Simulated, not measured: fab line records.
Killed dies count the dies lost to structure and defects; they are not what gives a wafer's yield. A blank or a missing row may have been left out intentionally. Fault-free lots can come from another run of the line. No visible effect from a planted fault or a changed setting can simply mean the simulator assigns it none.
A lot that was struck, set against a sound lot / flow nand_harc / 14 out of 1302 route steps
Sound: wafers L146.1, L146.4, L146.5. Wafers L148.3, L148.4, L148.5 were the ones struck. At the end, the cause is stated.
Order at every step that has rows: each side's tool, ch and its chambers, its first start. Under that, the readings that differ: sound wafers / struck wafers / difference of the means / sigmas: that difference in standard deviations of wafers without a fault.
alike: same words and numbers on both sides, and readings whose means sit less than 2 such deviations apart. not compared: any withheld reading, any reading some wafer has no value for, any bound like >300 that may hide the same value, and any number with overlapping values for which the record gives no deviation.
Wherever a step has rows on one side only, a row that says differs or no value, or a row with sigmas, the two part there. When numbers do not overlap yet have no deviation, they are printed without sigmas and do not part them. A reading that every wafer of one side lacks parts them only if that side has two wafers or more.

first, 3 steps without rows for these wafers: NHARC_A_CHANNEL_HOLE_D2_EXPOSE_07 (exposes mask HOLE D2, target cd 100 nm); NHARC_A_CHANNEL_HOLE_D2_PEB_08 (peb time 65 s); NHARC_A_CHANNEL_HOLE_D2_DEVELOP_09 (develop time 35 s).
NHARC_A_CHANNEL_HOLE_D2_CD_MEAS_10 targets a cd of 100 nm.
  sound on cd_sem-03 ch 0, day 16 08:19; struck on cd_sem-01 ch 0, day 17 11:08
  alike: cd_nm
NHARC_A_CHANNEL_HOLE_D2_OVL_MEAS_11:
  struck on overlay-02, day 17 11:13; sound on overlay-01, day 16 08:24
reading=overlay_x_nm (nm); sound=-1.3 -2.7 -1.9; struck=1.5 1.3 1.0; difference=+3.2; sigmas=+3
  alike: overlay_y_nm
NHARC_A_CHANNEL_HOLE_D2_INSPECT_12:
  struck on defect_inspect-02, day 17 11:15; sound on defect_inspect-02, day 16 08:26
  alike: raw_defect_count
NHARC_A_CHANNEL_HOLE_D2_DESCUM_15: chemistry O2, time 3 s.
  sound on rie_diel-02 ch 0,1,3, day 16 08:31; struck on rie_diel-04 ch 1,3, day 17 11:19
reading=oes_product_au (a.u.); sound=1.033 1.014 1.019; struck=1.001 0.995 1.006; difference=-0.021; sigmas=-2
  alike: drypump_motor_current_A, o2_flow_sccm, rf_vpp_V, showerhead_plenum_p_Torr, throttle_valve_pct
  not compared: rf_hours_counter_h
NHARC_A_CHANNEL_HOLE_D2_ETCH_38: etches the open film in CF4, target depth 39 nm, time 65 s.
  sound on rie_diel-02 ch 1,2,3, day 16 08:35; struck on rie_diel-04 ch 0,1, day 17 11:23
  alike: bias_w, cf4_flow_sccm, drypump_motor_current_A, oes_product_au, rf_vpp_V, showerhead_plenum_p_Torr, throttle_valve_pct
  not compared: rf_hours_counter_h
NHARC_A_CHANNEL_HOLE_D2_ETCH_39: etches the open film in N2/H2, target depth 260 nm, time 325 s.
  sound: rie_diel-02 ch 0,1,2; struck: rie_diel-04 ch 2,3
  alike: bias_w, chamber_pressure_mTorr, drypump_motor_current_A, h2_flow_sccm, oes_product_au, rf_vpp_V, showerhead_plenum_p_Torr, throttle_valve_pct
  not compared: rf_hours_counter_h
NHARC_A_CHANNEL_HOLE_D2_ETCH_34: etches the open film in CF4/CHF3, target depth 154 nm, time 77 s.
  sound: rie_diel-02 ch 1,2,3; struck: rie_diel-04 ch 0,2,3
  alike: bias_w, cf4_flow_sccm, drypump_motor_current_A, oes_product_au, rf_vpp_V, showerhead_plenum_p_Torr, throttle_valve_pct
  not compared: rf_hours_counter_h
then, 1 step without rows for these wafers: NHARC_A_CHANNEL_HOLE_D2_ETCH_16 (etches the open film in O2/COS, target depth 3100 nm, time 806 s).
NHARC_A_CHANNEL_HOLE_D2_CD_MEAS_18:
  struck on cd_sem-03, day 17 12:25; sound on cd_sem-02, day 16 09:36
  alike: cd_nm
NHARC_A_CHANNEL_HOLE_D2_ETCH_19: etches the open film in C4F8/O2/Ar, time 34.5 s.
  sound on har_etch-01 ch 0,1, day 16 09:41; struck on har_etch-02 ch 0,1, day 17 15:42
  no value came back on the struck wafers for any of 7 readings (bias_v (V), c4f8_flow_sccm (sccm) and others); on the sound wafers bias_v (V) reads 1219 1204 1210
  not compared: rf_hours_counter_h
NHARC_A_CHANNEL_HOLE_D2_ETCH_20: etches the open film in C4F8/O2/Ar, time 361.9 s, target depth 1600 nm.
  sound on har_etch-01 ch 0,1, day 16 09:50; struck on har_etch-02 ch 0,1, day 17 15:53
reading=drypump_motor_current_A (A); sound=6.26 6.26 6.27; struck=5.78 5.71 5.71; difference=-0.53; sigmas=-2
reading=showerhead_plenum_p_Torr (Torr); sound=3.46 3.58 3.46; struck=3.93 3.93 3.93; difference=+0.43; sigmas=+2
  alike: c4f8_flow_sccm, chamber_pressure_mTorr, o2_flow_sccm, temp_c, throttle_valve_pct
  not compared: rf_hours_counter_h

## WHERE THEY PART
Earliest at NHARC_A_CHANNEL_HOLE_D2_OVL_MEAS_11; latest, in this record, at NHARC_A_CHANNEL_HOLE_D2_ETCH_20.

WHY: what had been put in by the simulator
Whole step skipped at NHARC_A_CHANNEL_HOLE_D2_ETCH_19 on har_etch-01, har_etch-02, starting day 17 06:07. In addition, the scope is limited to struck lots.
